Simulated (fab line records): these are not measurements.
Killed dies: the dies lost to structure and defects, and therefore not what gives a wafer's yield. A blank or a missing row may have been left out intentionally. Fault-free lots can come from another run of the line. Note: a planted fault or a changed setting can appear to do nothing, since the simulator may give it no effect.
fab line records / flow n5Finfet / part 2 of 2: steps 26 to 32 of 32
[record] lots = 5 wafers = 15 lastDay = 19
route steps=1938 shown BEOL_M10@1477
lots that met no fault: from a run of the same line without faults
startH: hours from the record's first day to the start of the lot's first wafer shown / waitH: hours from the lot's prior step to this one / " identical to the entry in the row above / L1.1+2: a single row standing in for several wafers / - either no value or no given start / * or withheld: withheld / < > ~ a bound
route shown NAME@n: a module of which the file shows steps, and the number in the route of the first / usual: mean and standard deviation over wafers with no fault / same: alike in all rows / chamber/n: place in a boat / sites: the reading at each site / _std_site: the standard deviation of these / _edge_site: the outer-site mean with the inner-site mean subtracted / radiusMm: how far each site lies from the wafer's centre / mask NAME#n: copy n / behind: tool/chamber where the wafer was last shaped / hold: cause of the lot's hold/its duration in hours/its outcome / device: which transistor (n, p or np) failed to switch / end of line: the route-end tests of the same wafers / where a step has no rows: the recipe by itself / killed: at the first sort, the dies lost to defects and structure; wafer yield is something else / map: dies across one wafer; x = killed, . = not, _ = none there
set.NAME: setting as actually run; set.NAME@STEP: the setting as run at that earlier step / model.NAME: the simulator's own value behind a step, which no gauge read
certain route steps with their lots: each step a table, each wafer a row
services: from which hour (startH, from the record's first day; less than 0 if before it) a tool's chamber was out of use, for how many hours, and why
[[steps]]
[step N5_BEOL_M10_CD_MEAS_28]
[recipe] targetCdNm = 70 landingEnergyEv = 500 detector = seInlens polarity = opening
[usual] cdNm = 70.0/1
lot.wafer=L081.1 tool=cdSem-01 chamber=0 startH=242.88 waitH=- cdNm=69.1
lot.wafer=L081.2 tool=cdSem-01 chamber=0 startH=242.88 waitH=- cdNm=69.6
lot.wafer=L081.4 tool=cdSem-01 chamber=0 startH=242.88 waitH=- cdNm=69.1
lot.wafer=L082.2 tool=cdSem-02 chamber=0 startH=254.98 waitH=- cdNm=71.4
lot.wafer=L082.4 tool=cdSem-02 chamber=0 startH=254.98 waitH=- cdNm=69.1
lot.wafer=L082.6 tool=cdSem-02 chamber=0 startH=254.98 waitH=- cdNm=70.5
lot.wafer=L083.1 tool=cdSem-02 chamber=0 startH=255.38 waitH=- cdNm=68.0
lot.wafer=L083.2 tool=cdSem-02 chamber=0 startH=255.38 waitH=- cdNm=68.2
lot.wafer=L083.6 tool=cdSem-02 chamber=0 startH=255.38 waitH=- cdNm=68.0
lot.wafer=L093.1 tool=cdSem-03 chamber=0 startH=365.21 waitH=- cdNm=68.6
lot.wafer=L093.2 tool=cdSem-03 chamber=0 startH=365.21 waitH=- cdNm=70.0
lot.wafer=L093.5 tool=cdSem-03 chamber=0 startH=365.21 waitH=- cdNm=68.1
lot.wafer=L090.1 tool=cdSem-03 chamber=0 startH=379.49 waitH=- cdNm=68.9
lot.wafer=L090.3 tool=cdSem-03 chamber=0 startH=379.49 waitH=- cdNm=69.4
lot.wafer=L090.6 tool=cdSem-03 chamber=0 startH=379.49 waitH=- cdNm=69.1
[step N5_BEOL_M10_OVL_MEAS_29]
[recipe] pointsPerWafer = 44
[usual] V9_OVL = 0.3/0.63
lot.wafer=L081.1 tool=overlay-01 chamber=0 startH=242.91 waitH=0.0 V9_OVL[nm]=1.2
lot.wafer=L081.2 tool=overlay-01 chamber=0 startH=242.91 waitH=0.0 V9_OVL[nm]=0.9
lot.wafer=L081.4 tool=overlay-01 chamber=0 startH=242.91 waitH=0.0 V9_OVL[nm]=-0.1
lot.wafer=L082.2 tool=overlay-01 chamber=0 startH=255.01 waitH=0.0 V9_OVL[nm]=0.4
lot.wafer=L082.4 tool=overlay-01 chamber=0 startH=255.01 waitH=0.0 V9_OVL[nm]=-0.2
lot.wafer=L082.6 tool=overlay-01 chamber=0 startH=255.01 waitH=0.0 V9_OVL[nm]=0.8
lot.wafer=L083.1 tool=overlay-02 chamber=0 startH=255.41 waitH=0.0 V9_OVL[nm]=-0.1
lot.wafer=L083.2 tool=overlay-02 chamber=0 startH=255.41 waitH=0.0 V9_OVL[nm]=0.5
lot.wafer=L083.6 tool=overlay-02 chamber=0 startH=255.41 waitH=0.0 V9_OVL[nm]=-0.1
lot.wafer=L093.1 tool=overlay-01 chamber=0 startH=365.24 waitH=0.0 V9_OVL[nm]=0.1
lot.wafer=L093.2 tool=overlay-01 chamber=0 startH=365.24 waitH=0.0 V9_OVL[nm]=1.4
lot.wafer=L093.5 tool=overlay-01 chamber=0 startH=365.24 waitH=0.0 V9_OVL[nm]=-0.2
lot.wafer=L090.1 tool=overlay-01 chamber=0 startH=379.52 waitH=0.0 V9_OVL[nm]=-0.2
lot.wafer=L090.3 tool=overlay-01 chamber=0 startH=379.52 waitH=0.0 V9_OVL[nm]=0.8
lot.wafer=L090.6 tool=overlay-01 chamber=0 startH=379.52 waitH=0.0 V9_OVL[nm]=1.2
[step N5_BEOL_M10_INSPECT_30]
[recipe] mode = adi inspectInstrument = brightfield
[usual] rawDefectCount = 401/93
lot.wafer=L081.1 tool=defectInspect-02 chamber=- startH=242.93 waitH=0.0 rawDefectCount=401
lot.wafer=L081.2 tool=defectInspect-02 chamber=- startH=242.93 waitH=0.0 rawDefectCount=514
lot.wafer=L081.4 tool=defectInspect-02 chamber=- startH=242.93 waitH=0.0 rawDefectCount=483
lot.wafer=L082.2 tool=defectInspect-02 chamber=- startH=255.03 waitH=0.0 rawDefectCount=625
lot.wafer=L082.4 tool=defectInspect-02 chamber=- startH=255.03 waitH=0.0 rawDefectCount=515
lot.wafer=L082.6 tool=defectInspect-02 chamber=- startH=255.03 waitH=0.0 rawDefectCount=514
lot.wafer=L083.1 tool=defectInspect-01 chamber=- startH=255.43 waitH=0.0 rawDefectCount=485
lot.wafer=L083.2 tool=defectInspect-01 chamber=- startH=255.43 waitH=0.0 rawDefectCount=399
lot.wafer=L083.6 tool=defectInspect-01 chamber=- startH=255.43 waitH=0.0 rawDefectCount=428
lot.wafer=L093.1 tool=defectInspect-02 chamber=- startH=365.27 waitH=0.0 rawDefectCount=426
lot.wafer=L093.2 tool=defectInspect-02 chamber=- startH=365.27 waitH=0.0 rawDefectCount=454
lot.wafer=L093.5 tool=defectInspect-02 chamber=- startH=365.27 waitH=0.0 rawDefectCount=463
lot.wafer=L090.1 tool=defectInspect-01 chamber=- startH=379.55 waitH=0.0 rawDefectCount=442
lot.wafer=L090.3 tool=defectInspect-01 chamber=- startH=379.55 waitH=0.0 rawDefectCount=440
lot.wafer=L090.6 tool=defectInspect-01 chamber=- startH=379.55 waitH=0.0 rawDefectCount=430
[step N5_BEOL_M10_DESCUM_33]
[recipe] chemistry = O2 timeS = 7.9 sourcePowerW = 50 biasPowerW = 20 pressureMtorr = 20 rfFrequencyHz = 2.712e+07 tempC = 40 resist = CAR-ArF o2FlowSccm = 225
[usual] drypumpMotorCurrentA = 5.7/0.53 o2FlowSccm = 224.9/0.66 oesProductAu = 0.82/0.082 rfVppV = 243.0/1.3 showerheadPlenumPTorr = 2.09/0.065 throttleValvePct = 20.35/0.24
lot.wafer=L081.1 tool=rieDiel-06 chamber=1 startH=242.96 waitH=0.0 drypumpMotorCurrentA=5.3 o2FlowSccm=224.4 oesProductAu=0.69 rfHoursCounterH=232 rfVppV=240.2 showerheadPlenumPTorr=1.96 throttleValvePct=20.40
lot.wafer=L081.2 tool=rieDiel-06 chamber=0 startH=242.96 waitH=0.0 drypumpMotorCurrentA=5.4 o2FlowSccm=224.5 oesProductAu=0.82 rfHoursCounterH=92 rfVppV=242.7 showerheadPlenumPTorr=2.12 throttleValvePct=20.17
lot.wafer=L081.4 tool=rieDiel-06 chamber=2 startH=242.96 waitH=0.0 drypumpMotorCurrentA=4.6 o2FlowSccm=224.6 oesProductAu=0.79 rfHoursCounterH=114 rfVppV=242.7 showerheadPlenumPTorr=2.12 throttleValvePct=20.74
lot.wafer=L082.2 tool=rieDiel-05 chamber=3 startH=255.54 waitH=0.5 drypumpMotorCurrentA=6.6 o2FlowSccm=225.4 oesProductAu=0.86 rfHoursCounterH=40 rfVppV=242.7 showerheadPlenumPTorr=2.05 throttleValvePct=20.10
lot.wafer=L082.4 tool=rieDiel-05 chamber=2 startH=255.54 waitH=0.5 drypumpMotorCurrentA=6.1 o2FlowSccm=223.8 oesProductAu=0.90 rfHoursCounterH=- rfVppV=242.2 showerheadPlenumPTorr=2.13 throttleValvePct=20.15
lot.wafer=L082.6 tool=rieDiel-05 chamber=1 startH=255.54 waitH=0.5 drypumpMotorCurrentA=5.8 o2FlowSccm=224.8 oesProductAu=0.66 rfHoursCounterH=- rfVppV=241.3 showerheadPlenumPTorr=1.99 throttleValvePct=20.77
lot.wafer=L083.1 tool=rieDiel-01 chamber=3 startH=255.80 waitH=0.4 drypumpMotorCurrentA=6.0 o2FlowSccm=224.7 oesProductAu=0.75 rfHoursCounterH=136 rfVppV=241.9 showerheadPlenumPTorr=2.08 throttleValvePct=20.59
lot.wafer=L083.2 tool=rieDiel-01 chamber=0 startH=255.80 waitH=0.4 drypumpMotorCurrentA=5.8 o2FlowSccm=224.9 oesProductAu=0.89 rfHoursCounterH=48 rfVppV=243.5 showerheadPlenumPTorr=2.14 throttleValvePct=20.10
lot.wafer=L083.6 tool=rieDiel-01 chamber=1 startH=255.80 waitH=0.4 drypumpMotorCurrentA=6.0 o2FlowSccm=224.9 oesProductAu=0.79 rfHoursCounterH=- rfVppV=242.3 showerheadPlenumPTorr=2.11 throttleValvePct=20.24
lot.wafer=L093.1 tool=rieDiel-06 chamber=0 startH=365.30 waitH=0.0 drypumpMotorCurrentA=5.5 o2FlowSccm=224.8 oesProductAu=0.78 rfHoursCounterH=127 rfVppV=243.1 showerheadPlenumPTorr=2.11 throttleValvePct=20.22
lot.wafer=L093.2 tool=rieDiel-06 chamber=1 startH=365.30 waitH=0.0 drypumpMotorCurrentA=5.3 o2FlowSccm=225.7 oesProductAu=0.95 rfHoursCounterH=11 rfVppV=246.0 showerheadPlenumPTorr=2.21 throttleValvePct=20.07
lot.wafer=L093.5 tool=rieDiel-06 chamber=2 startH=365.30 waitH=0.0 drypumpMotorCurrentA=4.6 o2FlowSccm=224.4 oesProductAu=0.77 rfHoursCounterH=- rfVppV=243.7 showerheadPlenumPTorr=2.10 throttleValvePct=20.80
lot.wafer=L090.1 tool=rieDiel-05 chamber=2 startH=379.86 waitH=0.3 drypumpMotorCurrentA=6.1 o2FlowSccm=224.8 oesProductAu=0.86 rfHoursCounterH=68 rfVppV=243.6 showerheadPlenumPTorr=2.12 throttleValvePct=20.21
lot.wafer=L090.3 tool=rieDiel-05 chamber=0 startH=379.86 waitH=0.3 drypumpMotorCurrentA=5.7 o2FlowSccm=224.6 oesProductAu=0.87 rfHoursCounterH=34 rfVppV=242.3 showerheadPlenumPTorr=2.05 throttleValvePct=20.35
lot.wafer=L090.6 tool=rieDiel-05 chamber=3 startH=379.86 waitH=0.3 drypumpMotorCurrentA=6.6 o2FlowSccm=224.5 oesProductAu=0.80 rfHoursCounterH=- rfVppV=242.8 showerheadPlenumPTorr=2.04 throttleValvePct=20.14
[step N5_BEOL_M10_ETCH_65]
[recipe] chemistry = CF4 target = SiARC targetDepthA = 390 maskMaterial = CAR-ArF timeS = 65 ionEnergyEv = 80 pressureMtorr = 40 sourceW = 545 biasW = 36 Ar_flow_sccm = 100 cf4FlowSccm = 100 ends = cleared
[usual] drypumpMotorCurrentA = 5.7/0.53 etchRfOnTimeS = 64.8/1.5 oesProductAu = 0.70/0.069 rfVppV = 183.9/1.1 showerheadPlenumPTorr = 2.14/0.064 throttleValvePct = 15.50/0.26
lot.wafer=L081.1 tool=rieDiel-06 chamber=1 startH=243.00 waitH=0.0 drypumpMotorCurrentA=5.3 etchRfOnTimeS=65.2 oesProductAu=0.59 rfHoursCounterH=232 rfVppV=181.4 showerheadPlenumPTorr=2.03 throttleValvePct=15.73
lot.wafer=L081.2 tool=rieDiel-06 chamber=0 startH=243.00 waitH=0.0 drypumpMotorCurrentA=5.5 etchRfOnTimeS=67.8 oesProductAu=0.68 rfHoursCounterH=92 rfVppV=184.4 showerheadPlenumPTorr=2.18 throttleValvePct=15.39
lot.wafer=L081.4 tool=rieDiel-06 chamber=2 startH=243.00 waitH=0.0 drypumpMotorCurrentA=4.6 etchRfOnTimeS=64.2 oesProductAu=0.68 rfHoursCounterH=114 rfVppV=184.4 showerheadPlenumPTorr=2.15 throttleValvePct=15.80
lot.wafer=L082.2 tool=rieDiel-05 chamber=3 startH=255.58 waitH=0.0 drypumpMotorCurrentA=6.6 etchRfOnTimeS=65.1 oesProductAu=0.73 rfHoursCounterH=40 rfVppV=183.2 showerheadPlenumPTorr=2.09 throttleValvePct=15.16
lot.wafer=L082.4 tool=rieDiel-05 chamber=2 startH=255.58 waitH=0.0 drypumpMotorCurrentA=6.1 etchRfOnTimeS=63.5 oesProductAu=0.77 rfHoursCounterH=- rfVppV=184.5 showerheadPlenumPTorr=2.18 throttleValvePct=15.25
lot.wafer=L082.6 tool=rieDiel-05 chamber=1 startH=255.58 waitH=0.0 drypumpMotorCurrentA=5.8 etchRfOnTimeS=65.0 oesProductAu=0.58 rfHoursCounterH=- rfVppV=181.4 showerheadPlenumPTorr=2.03 throttleValvePct=15.95
lot.wafer=L083.1 tool=rieDiel-01 chamber=3 startH=255.84 waitH=0.0 drypumpMotorCurrentA=6.0 etchRfOnTimeS=63.8 oesProductAu=0.65 rfHoursCounterH=136 rfVppV=182.3 showerheadPlenumPTorr=2.16 throttleValvePct=16.00
lot.wafer=L083.2 tool=rieDiel-01 chamber=0 startH=255.84 waitH=0.0 drypumpMotorCurrentA=5.8 etchRfOnTimeS=60.6 oesProductAu=0.78 rfHoursCounterH=49 rfVppV=184.2 showerheadPlenumPTorr=2.18 throttleValvePct=15.24
lot.wafer=L083.6 tool=rieDiel-01 chamber=1 startH=255.84 waitH=0.0 drypumpMotorCurrentA=6.0 etchRfOnTimeS=63.7 oesProductAu=0.67 rfHoursCounterH=- rfVppV=185.6 showerheadPlenumPTorr=2.15 throttleValvePct=15.41
lot.wafer=L093.1 tool=rieDiel-06 chamber=0 startH=365.34 waitH=0.0 drypumpMotorCurrentA=5.4 etchRfOnTimeS=66.6 oesProductAu=0.66 rfHoursCounterH=127 rfVppV=183.6 showerheadPlenumPTorr=2.16 throttleValvePct=15.46
lot.wafer=L093.2 tool=rieDiel-06 chamber=1 startH=365.34 waitH=0.0 drypumpMotorCurrentA=5.3 etchRfOnTimeS=63.8 oesProductAu=0.81 rfHoursCounterH=11 rfVppV=183.4 showerheadPlenumPTorr=2.27 throttleValvePct=15.29
lot.wafer=L093.5 tool=rieDiel-06 chamber=2 startH=365.34 waitH=0.0 drypumpMotorCurrentA=4.6 etchRfOnTimeS=64.7 oesProductAu=0.65 rfHoursCounterH=- rfVppV=184.1 showerheadPlenumPTorr=2.14 throttleValvePct=15.85
lot.wafer=L090.1 tool=rieDiel-05 chamber=2 startH=379.89 waitH=0.0 drypumpMotorCurrentA=6.1 etchRfOnTimeS=63.5 oesProductAu=0.73 rfHoursCounterH=68 rfVppV=184.7 showerheadPlenumPTorr=2.17 throttleValvePct=15.31
lot.wafer=L090.3 tool=rieDiel-05 chamber=0 startH=379.89 waitH=0.0 drypumpMotorCurrentA=5.7 etchRfOnTimeS=64.1 oesProductAu=0.76 rfHoursCounterH=34 rfVppV=185.2 showerheadPlenumPTorr=2.10 throttleValvePct=15.40
lot.wafer=L090.6 tool=rieDiel-05 chamber=3 startH=379.89 waitH=0.0 drypumpMotorCurrentA=6.6 etchRfOnTimeS=65.0 oesProductAu=0.69 rfHoursCounterH=- rfVppV=184.2 showerheadPlenumPTorr=2.08 throttleValvePct=15.23
[step N5_BEOL_M10_ETCH_66]
[recipe] chemistry = N2/H2 target = SOC targetDepthA = 1200 overetchA = 240 maskMaterial = SiARC tempC = 40 timeS = 180 ionEnergyEv = 200 pressureMtorr = 30 sourceW = 840 biasW = 150 n2FlowSccm = 200 h2FlowSccm = 200
[usual] drypumpMotorCurrentA = 5.7/0.53 oesProductAu = 0.66/0.061 rfVppV = 523.6/2.3 showerheadPlenumPTorr = 2.54/0.078 throttleValvePct = 17.74/0.29
lot.wafer=L081.1 tool=rieDiel-06 chamber=1 startH=243.05 waitH=0.0 drypumpMotorCurrentA=5.3 oesProductAu=0.56 rfHoursCounterH=232 rfVppV=519.3 showerheadPlenumPTorr=2.42 throttleValvePct=18.08
lot.wafer=L081.2 tool=rieDiel-06 chamber=0 startH=243.05 waitH=0.0 drypumpMotorCurrentA=5.4 oesProductAu=0.66 rfHoursCounterH=92 rfVppV=523.6 showerheadPlenumPTorr=2.58 throttleValvePct=17.70
lot.wafer=L081.4 tool=rieDiel-06 chamber=2 startH=243.05 waitH=0.0 drypumpMotorCurrentA=4.6 oesProductAu=0.63 rfHoursCounterH=114 rfVppV=524.2 showerheadPlenumPTorr=2.56 throttleValvePct=18.07
lot.wafer=L082.2 tool=rieDiel-05 chamber=3 startH=255.63 waitH=0.0 drypumpMotorCurrentA=6.6 oesProductAu=0.69 rfHoursCounterH=40 rfVppV=521.5 showerheadPlenumPTorr=2.49 throttleValvePct=17.44
lot.wafer=L082.4 tool=rieDiel-05 chamber=2 startH=255.63 waitH=0.0 drypumpMotorCurrentA=6.1 oesProductAu=0.72 rfHoursCounterH=- rfVppV=524.7 showerheadPlenumPTorr=2.58 throttleValvePct=17.41
lot.wafer=L082.6 tool=rieDiel-05 chamber=1 startH=255.63 waitH=0.0 drypumpMotorCurrentA=5.8 oesProductAu=0.55 rfHoursCounterH=- rfVppV=520.2 showerheadPlenumPTorr=2.39 throttleValvePct=18.10
lot.wafer=L083.1 tool=rieDiel-01 chamber=3 startH=255.89 waitH=0.0 drypumpMotorCurrentA=6.0 oesProductAu=0.62 rfHoursCounterH=136 rfVppV=522.7 showerheadPlenumPTorr=2.56 throttleValvePct=18.12
lot.wafer=L083.2 tool=rieDiel-01 chamber=0 startH=255.89 waitH=0.0 drypumpMotorCurrentA=5.8 oesProductAu=0.70 rfHoursCounterH=49 rfVppV=523.2 showerheadPlenumPTorr=2.59 throttleValvePct=17.36
lot.wafer=L083.6 tool=rieDiel-01 chamber=1 startH=255.89 waitH=0.0 drypumpMotorCurrentA=6.0 oesProductAu=0.63 rfHoursCounterH=- rfVppV=524.2 showerheadPlenumPTorr=2.53 throttleValvePct=17.42
lot.wafer=L093.1 tool=rieDiel-06 chamber=0 startH=365.39 waitH=0.0 drypumpMotorCurrentA=5.4 oesProductAu=0.63 rfHoursCounterH=127 rfVppV=523.8 showerheadPlenumPTorr=2.56 throttleValvePct=17.76
lot.wafer=L093.2 tool=rieDiel-06 chamber=1 startH=365.39 waitH=0.0 drypumpMotorCurrentA=5.3 oesProductAu=0.75 rfHoursCounterH=11 rfVppV=529.1 showerheadPlenumPTorr=2.73 throttleValvePct=17.70
lot.wafer=L093.5 tool=rieDiel-06 chamber=2 startH=365.39 waitH=0.0 drypumpMotorCurrentA=4.6 oesProductAu=0.61 rfHoursCounterH=- rfVppV=525.0 showerheadPlenumPTorr=2.54 throttleValvePct=18.12
lot.wafer=L090.1 tool=rieDiel-05 chamber=2 startH=379.94 waitH=0.0 drypumpMotorCurrentA=6.1 oesProductAu=0.66 rfHoursCounterH=68 rfVppV=525.0 showerheadPlenumPTorr=2.56 throttleValvePct=17.46
lot.wafer=L090.3 tool=rieDiel-05 chamber=0 startH=379.94 waitH=0.0 drypumpMotorCurrentA=5.7 oesProductAu=0.71 rfHoursCounterH=34 rfVppV=523.9 showerheadPlenumPTorr=2.50 throttleValvePct=17.83
lot.wafer=L090.6 tool=rieDiel-05 chamber=3 startH=379.94 waitH=0.0 drypumpMotorCurrentA=6.6 oesProductAu=0.65 rfHoursCounterH=- rfVppV=521.3 showerheadPlenumPTorr=2.48 throttleValvePct=17.50
[step N5_BEOL_M10_STRIP_69]
[recipe] chemistry = N2/H2 tempC = 40 n2FlowSccm = 200 h2FlowSccm = 200 rfFrequencyHz = 6e+07
lot.wafer=L081.1+2+4 tool=rieDiel-06 chamber=1,0,2 startH=243.16 waitH=0.1
lot.wafer=L082.2+4+6 tool=rieDiel-05 chamber=3,2,1 startH=255.74 waitH=0.1
lot.wafer=L083.1+2+6 tool=rieDiel-01 chamber=3,0,1 startH=256.00 waitH=0.1
lot.wafer=L093.1+2+5 tool=rieDiel-06 chamber=0,1,2 startH=365.50 waitH=0.1
lot.wafer=L090.1+3+6 tool=rieDiel-05 chamber=2,0,3 startH=380.06 waitH=0.1
[[services]]
tool=arfiScanner-02 chamber=- startH=221.46 hours=0.8 kind=pm
tool=arfiScanner-02 chamber=- startH=226.04 hours=0.3 kind=repair
tool=arfiScanner-03 chamber=- startH=228.59 hours=1.3 kind=pm
tool=arfiScanner-01 chamber=- startH=228.79 hours=2.0 kind=repair
tool=arfiScanner-03 chamber=- startH=232.17 hours=1.0 kind=pm
tool=arfiScanner-01 chamber=- startH=249.40 hours=1.3 kind=pm
tool=arfiScanner-02 chamber=- startH=253.36 hours=1.0 kind=pm
tool=arfiScanner-01 chamber=- startH=269.69 hours=4.9 kind=pm
tool=arfiScanner-02 chamber=- startH=271.45 hours=3.1 kind=pm
tool=rieDiel-05 chamber=3 startH=276.08 hours=2.3 kind=repair
tool=rieDiel-06 chamber=3 startH=293.23 hours=2.9 kind=repair
tool=arfiScanner-01 chamber=- startH=302.06 hours=1.0 kind=pm
tool=rieDiel-06 chamber=2 startH=303.16 hours=1.3 kind=repair
tool=rieDiel-01 chamber=2 startH=315.19 hours=3.4 kind=repair
tool=rieDiel-01 chamber=0 startH=316.28 hours=5.0 kind=repair
tool=arfiScanner-02 chamber=- startH=322.34 hours=1.3 kind=pm
tool=arfiScanner-01 chamber=- startH=333.79 hours=0.8 kind=pm
tool=arfiScanner-01 chamber=- startH=349.94 hours=0.8 kind=pm
tool=rieDiel-05 chamber=2 startH=351.67 hours=2.7 kind=repair
tool=arfiScanner-01 chamber=- startH=355.13 hours=7.0 kind=repair
tool=rieDiel-01 chamber=2 startH=362.38 hours=15.4 kind=repair
tool=rieDiel-06 chamber=3 startH=370.26 hours=15.6 kind=repair
tool=arfiScanner-01 chamber=- startH=374.90 hours=1.3 kind=pm
tool=rieDiel-01 chamber=- startH=378.99 hours=1.1 kind=repair
